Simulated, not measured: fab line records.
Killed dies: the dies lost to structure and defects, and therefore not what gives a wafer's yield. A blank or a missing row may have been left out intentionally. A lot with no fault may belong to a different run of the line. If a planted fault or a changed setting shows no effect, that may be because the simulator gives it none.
Which of the tools did it?    flow n5-finfet    24 lots, 72 wafers sampled, at 6 steps of a route of 1938

## WHAT EACH GAUGE READ, for each wafer
N5_BEOL_M14_INSPECT_30: inspects for defects (macro).
lot   measured      on                 raw-defect-count
L074  day 10 15:04  defect-inspect-01  3 4 2
L076  day 10 22:37  defect-inspect-02  2 2 1
L075  day 11 03:10  defect-inspect-01  4 1 0
L077  day 12 00:10  defect-inspect-01  1 0 3
L079  day 12 05:13  defect-inspect-02  4 3 4
L081  day 12 09:20  defect-inspect-01  1 3 2
L080  day 12 11:46  defect-inspect-01  2 1 2
L078  day 12 17:19  defect-inspect-02  3 6 0
L082  day 12 19:08  defect-inspect-02  2 0 6
L084  day 13 09:02  defect-inspect-02  1 2 3
L083  day 13 10:12  defect-inspect-02  0 1 1
L085  day 13 18:21  defect-inspect-02  3 2 3
L086  day 14 04:20  defect-inspect-02  2 1 1
L088  day 14 06:49  defect-inspect-02  0 2 2
L087  day 14 07:08  defect-inspect-01  1 1 4
L089  day 15 00:56  defect-inspect-02  1 2 1
L091  day 15 07:12  defect-inspect-01  5 1 1
L092  day 15 07:53  defect-inspect-01  1 3 4
L090  day 15 08:11  defect-inspect-02  2 2 2
L093  day 15 16:33  defect-inspect-01  2 2 1
L095  day 16 01:40  defect-inspect-02  1 1 0
L094  day 16 02:49  defect-inspect-01  3 1 1
L097  day 16 19:52  defect-inspect-01  1 1 2
L096  day 16 20:35  defect-inspect-01  2 1 3

N5_BEOL_M14_THK_MEAS_50: measures by xrf.
lot   measured      on             M14_THK (nm)
L074  day 10 17:50  film-metro-01  572 564 576
L076  day 11 01:02  film-metro-02  557 545 563
L075  day 11 05:17  film-metro-01  573 576 557
L077  day 12 03:53  film-metro-01  542 542 563
L079  day 12 07:38  film-metro-02  562 565 555
L081  day 12 11:58  film-metro-01  566 562 550
L080  day 12 15:25  film-metro-01  574 566 567
L078  day 12 21:27  film-metro-02  541 542 554
L082  day 12 22:01  film-metro-02  568 549 567
L084  day 13 14:25  film-metro-01  573 577 557
L083  day 13 14:30  film-metro-01  561 580 567
L085  day 13 21:05  film-metro-02  564 554 569
L086  day 14 10:35  film-metro-02  567 549 552
L088  day 14 11:22  film-metro-01  544 560 541
L087  day 14 11:56  film-metro-01  546 552 545
L089  day 15 03:08  film-metro-01  566 575 570
L091  day 15 09:59  film-metro-02  539 561 567
L092  day 15 10:34  film-metro-01  577 561 568
L090  day 15 15:58  film-metro-02  558 572 543
L093  day 16 01:29  film-metro-02  560 537 565
L095  day 16 05:36  film-metro-01  565 558 539
L094  day 16 06:09  film-metro-02  548 561 563
L097  day 16 22:34  film-metro-02  571 551 563
L096  day 16 23:50  film-metro-01  559 563 560

N5_BEOL_M14_INSPECT_55: inspects for defects (darkfield).
lot   measured      on                 raw-defect-count
L074  day 10 17:59  defect-inspect-01  76 135 68
L076  day 11 01:11  defect-inspect-01  52 71 58
L075  day 11 05:26  defect-inspect-02  44 51 111
L077  day 12 04:02  defect-inspect-02  58 68 75
L079  day 12 07:47  defect-inspect-01  125 167 192
L081  day 12 12:08  defect-inspect-02  70 94 89
L080  day 12 15:35  defect-inspect-02  78 57 37
L078  day 12 21:37  defect-inspect-02  74 36 56
L082  day 12 22:10  defect-inspect-01  116 110 92
L084  day 13 14:34  defect-inspect-02  150 121 110
L083  day 13 14:40  defect-inspect-02  63 44 41
L085  day 13 21:14  defect-inspect-02  82 67 42
L086  day 14 10:44  defect-inspect-02  74 96 82
L088  day 14 11:31  defect-inspect-01  46 40 62
L087  day 14 12:06  defect-inspect-02  81 61 55
L089  day 15 03:18  defect-inspect-02  78 53 86
L091  day 15 10:09  defect-inspect-01  81 91 108
L092  day 15 10:43  defect-inspect-02  37 69 73
L090  day 15 16:07  defect-inspect-02  53 39 64
L093  day 16 01:38  defect-inspect-01  91 66 77
L095  day 16 05:46  defect-inspect-02  73 87 83
L094  day 16 06:18  defect-inspect-01  55 58 47
L097  day 16 22:44  defect-inspect-01  67 59 65
L096  day 17 00:00  defect-inspect-01  79 57 57

N5_BEOL_M15_CD_MEAS_10: target cd 360 nm.
lot   measured      on         cd-nm (nm)
L074  day 10 18:42  cd-sem-01  361.4 359.4 360.1
L076  day 11 01:54  cd-sem-02  360.7 361.0 359.7
L075  day 11 06:01  cd-sem-03  363.1 361.1 361.4
L077  day 12 04:46  cd-sem-01  357.6 360.3 358.7
L079  day 12 08:29  cd-sem-03  357.5 361.7 359.5
L081  day 12 12:51  cd-sem-03  357.4 359.6 357.2
L080  day 12 16:19  cd-sem-03  360.1 359.0 357.6
L078  day 12 22:12  cd-sem-01  358.4 359.9 359.8
L082  day 12 22:45  cd-sem-03  360.8 358.5 358.7
L084  day 13 15:10  cd-sem-01  360.2 360.3 360.7
L083  day 13 15:22  cd-sem-02  364.5 361.8 364.6
L085  day 13 21:50  cd-sem-03  359.3 360.1 359.9
L086  day 14 11:19  cd-sem-02  360.7 358.7 359.2
L088  day 14 12:07  cd-sem-01  359.6 357.4 358.6
L087  day 14 12:49  cd-sem-01  359.4 362.2 357.6
L089  day 15 04:01  cd-sem-02  359.3 361.2 361.0
L091  day 15 10:52  cd-sem-02  359.6 357.7 358.4
L092  day 15 11:19  cd-sem-03  356.0 357.7 357.1
L090  day 15 16:50  cd-sem-01  360.2 358.9 358.7
L093  day 16 02:13  cd-sem-01  361.7 362.5 365.0
L095  day 16 06:28  cd-sem-03  358.7 357.9 360.6
L094  day 16 06:53  cd-sem-02  359.9 357.6 358.6
L097  day 16 23:20  cd-sem-01  359.3 357.7 360.9
L096  day 17 00:56  cd-sem-03  360.9 359.2 360.5

N5_BEOL_M15_INSPECT_12: inspects for defects (macro).
lot   measured      on                 raw-defect-count
L074  day 10 18:45  defect-inspect-01  2 3 2
L076  day 11 01:58  defect-inspect-02  4 2 3
L075  day 11 06:05  defect-inspect-01  0 1 2
L077  day 12 04:49  defect-inspect-02  3 3 1
L079  day 12 08:32  defect-inspect-02  5 1 4
L081  day 12 12:54  defect-inspect-01  2 1 3
L080  day 12 16:22  defect-inspect-01  1 2 0
L078  day 12 22:16  defect-inspect-02  4 3 1
L082  day 12 22:49  defect-inspect-01  2 1 3
L084  day 13 15:13  defect-inspect-02  2 5 3
L083  day 13 15:26  defect-inspect-01  2 2 3
L085  day 13 21:53  defect-inspect-02  1 0 1
L086  day 14 11:23  defect-inspect-02  2 2 3
L088  day 14 12:10  defect-inspect-01  1 0 2
L087  day 14 12:52  defect-inspect-01  2 1 1
L089  day 15 04:04  defect-inspect-02  3 2 2
L091  day 15 10:55  defect-inspect-02  3 3 1
L092  day 15 11:22  defect-inspect-01  1 0 1
L090  day 15 16:53  defect-inspect-01  0 1 2
L093  day 16 02:17  defect-inspect-02  2 4 1
L095  day 16 06:32  defect-inspect-02  4 1 0
L094  day 16 06:57  defect-inspect-01  3 2 2
L097  day 16 23:23  defect-inspect-02  6 2 1
L096  day 17 00:59  defect-inspect-01  3 2 4

## WHICH TOOL RAN EACH LOT (tool, then ch and the chambers of the sampled wafers, then the start)
lot   N5_BEOL_M14_DESCUM_33
L074  rie-diel-03 ch 1,2, day 10 15:06
L076  rie-diel-06 ch 1,3, day 10 22:43
L075  rie-diel-03 ch 1,2,3, day 11 03:13
L077  rie-diel-06 ch 0,1,3, day 12 00:19
L079  rie-diel-03 ch 0,1, day 12 05:14
L081  rie-diel-05 ch 0,1, day 12 09:24
L080  rie-diel-03 ch 0,1,2, day 12 11:47
L078  rie-diel-06 ch 1,2,3, day 12 17:34
L082  rie-diel-06 ch 1,2, day 12 19:10
L084  rie-diel-05 ch 0,1,3, day 13 09:04
L083  rie-diel-05 ch 0,1,3, day 13 10:25
L085  rie-diel-06 ch 1,2,3, day 13 18:26
L086  rie-diel-05 ch 0,2,3, day 14 04:25
L088  rie-diel-06 ch 0,1,2, day 14 07:01
L087  rie-diel-06 ch 0,1,3, day 14 07:35
L089  rie-diel-05 ch 0,3, day 15 01:05
L091  rie-diel-03 ch 1,2,3, day 15 07:14
L092  rie-diel-03 ch 1,2,3, day 15 07:55
L090  rie-diel-05 ch 1,2,3, day 15 08:24
L093  rie-diel-06 ch 2,3, day 15 16:35
L095  rie-diel-06 ch 1,2,3, day 16 01:43
L094  rie-diel-03 ch 1,2,3, day 16 03:10
L097  rie-diel-03 ch 1,2,3, day 16 20:04
L096  rie-diel-03 ch 0,1,2, day 16 20:38
- N5_BEOL_M14_DESCUM_33: chemistry O2, time 7.9 s.

## WHAT THE TOOLS THEMSELVES READ (means of the sampled wafers that have a number; where no wafer has one, the mark that the record gives instead)
N5_BEOL_M14_DESCUM_33.
lot   tool         drypump-motor-current-A (A)  oes-product-au (a.u.)  rf-vpp-V (V)  showerhead-plenum-p-Torr (Torr)  throttle-valve-pct (%)
L074  rie-diel-03  5.9                          0.78                   242.7         2.05                             20.55
L076  rie-diel-06  5.7                          0.72                   242.6         2.05                             20.22
L075  rie-diel-03  5.7                          0.83                   242.3         2.06                             20.50
L077  rie-diel-06  5.6                          0.79                   242.2         2.07                             20.32
L079  rie-diel-03  5.6                          0.86                   242.7         2.11                             20.62
L081  rie-diel-05  5.5                          0.70                   242.4         2.06                             20.51
L080  rie-diel-03  5.9                          0.80                   242.3         2.06                             20.59
L078  rie-diel-06  5.8                          0.77                   244.0         2.09                             20.26
L082  rie-diel-06  5.5                          0.78                   244.5         2.12                             20.19
L084  rie-diel-05  5.4                          0.74                   242.8         2.05                             20.52
L083  rie-diel-05  5.4                          0.74                   243.5         2.05                             20.52
L085  rie-diel-06  5.8                          0.75                   243.3         2.09                             20.27
L086  rie-diel-05  5.5                          0.74                   242.2         2.08                             20.42
L088  rie-diel-06  5.4                          0.83                   243.2         2.15                             20.32
L087  rie-diel-06  5.6                          0.77                   243.3         2.07                             20.36
L089  rie-diel-05  5.5                          0.72                   242.2         2.04                             20.57
L091  rie-diel-03  5.7                          0.79                   241.2         2.05                             20.55
L092  rie-diel-03  5.7                          0.78                   242.4         2.05                             20.55
L090  rie-diel-05  5.3                          0.74                   243.1         2.08                             20.44
L093  rie-diel-06  6.2                          0.91                   244.5         2.23                             20.14
L095  rie-diel-06  5.8                          0.83                   244.1         2.17                             20.19
L094  rie-diel-03  5.7                          0.78                   243.3         2.05                             20.55
L097  rie-diel-03  5.7                          0.78                   243.3         2.05                             20.56
L096  rie-diel-03  5.9                          0.76                   241.7         2.04                             20.65

## THE ANSWER, worked out from the rows above alone
Rule: the lots themselves supply what counts as usual. Put in order of their means at a reading, lots are off if they are a third of the lots or fewer, leave a main group of 4 or more, and stand apart from it by a gap of 3 or more times the standard deviation of the main group's means; of several such gaps the widest counts. If all means in a main group match to the digits the tables above print for the reading, that group is not used. Also off: a lot with no number at a reading for which 4 or more lots have one. The other lots that the step has rows for count as sound. First the gauges in route order, then the tools' own readings, where a lot's mean is used as printed above. At the first step where some lot is off, the reading lying furthest off is the one used; lots without a number count as furthest.
No lot is off at any reading shown: from this, nothing can be told.

## WHAT THE SIMULATOR PUT IN
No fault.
